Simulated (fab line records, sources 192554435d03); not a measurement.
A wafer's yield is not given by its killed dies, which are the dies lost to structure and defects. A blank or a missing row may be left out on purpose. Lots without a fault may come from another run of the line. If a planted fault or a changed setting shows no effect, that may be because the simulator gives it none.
Chamber matching | flow n5 finfet | rie diel-02 running N5_MOL_CONTACT_COAG_ETCHBACK_134: 4 sister chambers
The step etches SiO2 in CHF3, target depth 10 nm, time 6.7 s. 14 wafers are shown with their chamber, then 7 later ones without.

## WAFERS, EACH WITH ITS CHAMBER
wafer  | chamber | showerhead plenum p Torr (Torr) | oes product au (a.u.) | throttle valve pct (%)
L080.2 | 0       | 2.26                            | 0.73                  | 18.71
L080.3 | 3       | 2.26                            | 0.69                  | 18.43
L080.6 | 3       | 2.26                            | 0.69                  | 18.42
L083.2 | 0       | 2.26                            | 0.73                  | 18.71
L083.5 | 0       | 2.26                            | 0.73                  | 18.71
L083.6 | 1       | 2.27                            | 0.66                  | 18.87
L085.2 | 3       | 2.25                            | 0.68                  | 18.45
L085.3 | 0       | 2.26                            | 0.73                  | 18.72
L085.5 | 0       | 2.26                            | 0.73                  | 18.72
L088.1 | 2       | 2.54                            | 0.95                  | 18.63
L088.3 | 1       | 2.27                            | 0.66                  | 18.90
L088.5 | 1       | 2.27                            | 0.67                  | 18.89
L089.1 | 3       | 2.25                            | 0.68                  | 18.45
L089.2 | 1       | 2.27                            | 0.67                  | 18.87

SIGNATURES, as means of the wafers listed above
reading                  | chamber 0 | chamber 1 | chamber 2 | chamber 3 | scatter within a chamber
showerhead plenum p Torr | 2.2600    | 2.2700    | 2.5400    | 2.2550    | 0.00316
oes product au           | 0.7300    | 0.6650    | 0.9500    | 0.6850    | 0.00447
throttle valve pct       | 18.7140   | 18.8825   | 18.6300   | 18.4375   | 0.0121
Rule: for a wafer and a chamber, the distance is found by dividing, reading by reading, the gap between the wafer's reading and the chamber's mean by the reading's scatter, squaring, summing and taking the root. If the next closest chamber is less than 2 further off than the closest, the wafer can't be placed; otherwise it belongs to the closest. The scatter is the square root of a quotient: the sum, over the shown wafers, of each reading's squared deviation from its chamber's mean, divided by wafers minus chambers.

## WAFERS WHOSE CHAMBER IS MISSING
wafer  | showerhead plenum p Torr (Torr) | oes product au (a.u.) | throttle valve pct (%)
L089.5 | 2.54                            | 0.96                  | 18.64
L091.1 | 2.54                            | 0.93                  | 18.61
L091.2 | 2.25                            | 0.68                  | 18.45
L091.5 | 2.26                            | 0.66                  | 18.89
L096.2 | 2.25                            | 0.70                  | 18.76
L096.3 | 2.53                            | 0.90                  | 18.66
L096.6 | 2.25                            | 0.70                  | 18.76

## CHAMBER TAKEN BY EACH
wafer  | from the rows above | in truth
L089.5 | 2                   | 2
L091.1 | 2                   | 2
L091.2 | 3                   | 3
L091.5 | 1                   | 1
L096.2 | 0                   | 0
L096.3 | 2                   | 2
L096.6 | 0                   | 0
Correct placement for 7 of the 7. Can't be placed from these rows: 0. Number placed wrongly: 0.
